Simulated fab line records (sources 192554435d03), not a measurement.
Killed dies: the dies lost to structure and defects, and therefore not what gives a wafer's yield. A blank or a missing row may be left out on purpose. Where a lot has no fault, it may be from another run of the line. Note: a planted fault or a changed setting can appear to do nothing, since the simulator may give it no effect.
Which tool was responsible? | flow n5 finfet | 22 lots with 66 wafers sampled at 2 steps, on a route of 1938 steps

== WHAT THE GAUGES READ, wafer by wafer ==
N5_MOL_CONTACT_COAG_THK_MEAS_53. Usual: VIA_MOL_THK gives 44.1 nm (standard deviation 0.6).
lot  | measured     | on            | VIA_MOL_THK (nm) | flag
L074 | day 5 06:50  | film metro-01 | 43.6 43.4 44.7   |
L075 | day 5 15:32  | film metro-01 | 43.6 44.8 44.8   |
L076 | day 5 20:45  | film metro-01 | 43.4 44.1 44.2   |
L077 | day 5 22:34  | film metro-02 | 43.7 43.8 44.2   |
L078 | day 6 05:39  | film metro-01 | 44.4 44.8 45.0   |
L079 | day 6 17:07  | film metro-02 | 43.5 43.2 44.6   |
L080 | day 6 20:27  | film metro-01 | 43.8 44.4 44.2   |
L082 | day 7 13:07  | film metro-02 | 44.0 44.2 44.1   |
L083 | day 7 14:43  | film metro-02 | 43.3 44.8 44.0   |
L085 | day 8 02:58  | film metro-01 | 44.1 43.9 44.8   |
L086 | day 8 07:41  | film metro-02 | 44.1 44.0 44.4   |
L087 | day 8 12:13  | film metro-02 | 44.8 43.8 43.7   |
L088 | day 8 21:29  | film metro-02 | 43.1 43.6 44.1   |
L089 | day 9 02:41  | film metro-02 | 44.0 45.3 45.5   |
L090 | day 9 03:49  | film metro-01 | 43.7 43.6 44.0   |
L091 | day 9 09:26  | film metro-01 | 43.4 44.3 44.9   |
L092 | day 9 16:30  | film metro-02 | 43.2 43.4 44.0   |
L093 | day 9 22:41  | film metro-01 | 43.7 43.4 44.2   |
L094 | day 10 10:08 | film metro-01 | 43.6 44.8 45.1   |
L095 | day 10 10:20 | film metro-02 | 44.0 45.1 44.7   |
L096 | day 10 18:31 | film metro-02 | 43.3 44.3 43.7   |
L097 | day 10 22:19 | film metro-02 | 43.6 44.0 44.2   |

== WHAT TOOL EACH LOT RAN ON (gives the tool, then ch and the chambers of the sampled wafers, and finally the start) ==
lot  | N5_MOL_CONTACT_COAG_VIA_ETCH_117
L074 | rie diel-04 ch 1,2,3, day 5 05:44
L075 | rie diel-01 ch 0,2,3, day 5 14:18
L076 | rie diel-01 ch 0,2, day 5 19:39
L077 | rie diel-04 ch 0,2,3, day 5 21:25
L078 | rie diel-04 ch 0,1,2, day 6 04:31
L079 | rie diel-04 ch 0,1,2, day 6 16:02
L080 | rie diel-01 ch 1,2, day 6 19:21
L082 | rie diel-03 ch 0,1,2, day 7 11:26
L083 | rie diel-01 ch 0,1,3, day 7 13:33
L085 | rie diel-04 ch 1,2,3, day 8 01:52
L086 | rie diel-04 ch 0,2,3, day 8 06:35
L087 | rie diel-03 ch 1,2,3, day 8 10:58
L088 | rie diel-03 ch 2,3, day 8 20:23
L089 | rie diel-04 ch 0,1,3, day 9 01:34
L090 | rie diel-04 ch 1,3, day 9 02:43
L091 | rie diel-04 ch 0,1, day 9 08:20
L092 | rie diel-04 ch 0,2,3, day 9 15:23
L093 | rie diel-03 ch 0,2,3, day 9 21:34
L094 | rie diel-03 ch 0,3, day 10 09:03
L095 | rie diel-01 ch 1,3, day 10 09:14
L096 | rie diel-01 ch 0,3, day 10 17:25
L097 | rie diel-01 ch 0,1, day 10 21:07
- N5_MOL_CONTACT_COAG_VIA_ETCH_117: etches SiO2 in C4F6/O2, target depth 40 nm, overetch 8 nm, time 26 s.

== AS READ BY THE TOOLS THEMSELVES (means over the sampled wafers that have a number; for cases with no such wafer, the mark the record gives instead) ==
N5_MOL_CONTACT_COAG_VIA_ETCH_117. Usual: C4F6_flow_sccm 10.001 sccm, standard deviation 0.029; drypump motor current A 5.50 A, standard deviation 0.28; oes product au 0.70 a.u., standard deviation 0.08; rf vpp V 1569 V, standard deviation 22; showerhead plenum p Torr 2.83 Torr, standard deviation 0.097; throttle valve pct 40.9 %, standard deviation 0.48.
lot  | tool        | C4F6_flow_sccm (sccm) | drypump motor current A (A) | oes product au (a.u.) | rf vpp V (V) | showerhead plenum p Torr (Torr) | throttle valve pct (%) | flag
L074 | rie diel-04 | 9.989                 | 5.52                        | 0.66                  | 1580         | 2.78                            | 40.7                   |
L075 | rie diel-01 | 10.002                | 5.47                        | 0.73                  | 1566         | 2.81                            | 40.6                   |
L076 | rie diel-01 | 10.002                | 5.62                        | 0.68                  | 1576         | 2.79                            | 41.0                   |
L077 | rie diel-04 | 10.004                | 5.39                        | 0.66                  | 1569         | 2.82                            | 40.8                   |
L078 | rie diel-04 | 10.041                | 5.60                        | 0.65                  | 1571         | 2.79                            | 41.0                   |
L079 | rie diel-04 | 9.976                 | 5.61                        | 0.65                  | 1572         | 2.78                            | 41.0                   |
L080 | rie diel-01 | 9.992                 | 5.72                        | 0.66                  | 1581         | 2.71                            | 40.8                   |
L082 | rie diel-03 | 10.026                | 5.53                        | 0.77                  | 1569         | 2.97                            | 41.3                   |
L083 | rie diel-01 | 10.015                | 5.41                        | 0.69                  | 1579         | 2.80                            | 40.6                   |
L085 | rie diel-04 | 9.996                 | 5.51                        | 0.65                  | 1580         | 2.77                            | 40.7                   |
L086 | rie diel-04 | 9.990                 | 5.39                        | 0.64                  | 1569         | 2.81                            | 40.8                   |
L087 | rie diel-03 | 9.996                 | 5.41                        | 0.72                  | 1548         | 2.95                            | 41.5                   |
L088 | rie diel-03 | 10.012                | 5.09                        | 0.79                  | 1543         | 2.98                            | 41.5                   |
L089 | rie diel-04 | 9.998                 | 5.56                        | 0.65                  | 1574         | 2.78                            | 40.9                   |
L090 | rie diel-04 | 9.986                 | 5.69                        | 0.65                  | 1585         | 2.75                            | 40.8                   |
L091 | rie diel-04 | 10.015                | 5.79                        | 0.64                  | 1574         | 2.75                            | 41.1                   |
L092 | rie diel-04 | 10.015                | 5.40                        | 0.72                  | 1569         | 2.80                            | 40.7                   |
L093 | rie diel-03 | 10.001                | 5.40                        | 0.77                  | 1551         | 2.93                            | 41.1                   |
L094 | rie diel-03 | 10.019                | 5.70                        | 0.77                  | 1560         | 2.88                            | 40.7                   |
L095 | rie diel-01 | 9.972                 | 5.51                        | 0.66                  | 1582         | 2.70                            | 40.5                   |
L096 | rie diel-01 | 10.019                | 5.30                        | 0.68                  | 1571         | 2.85                            | 40.7                   |
L097 | rie diel-01 | 10.015                | 5.54                        | 0.62                  | 1598         | 2.76                            | 40.8                   |

== THE ANSWER, worked out from the rows above alone ==
Rule: lot off if the mean of its wafers having a number is beyond 3 standard deviations from the usual mean. A lot without any number at a reading at which 4 lots or more have one is off too. Any other lot the step has rows for is counted as sound. Order of review: gauges by route order, followed by the tools' own readings, for which a lot's mean as printed above is used. At the first step where some lot is off, the reading lying furthest off is the one used; lots without a number count as furthest.
None of the lots is off at any reading shown; this tells nothing.

== WHAT THE SIMULATOR HAD PUT IN ==
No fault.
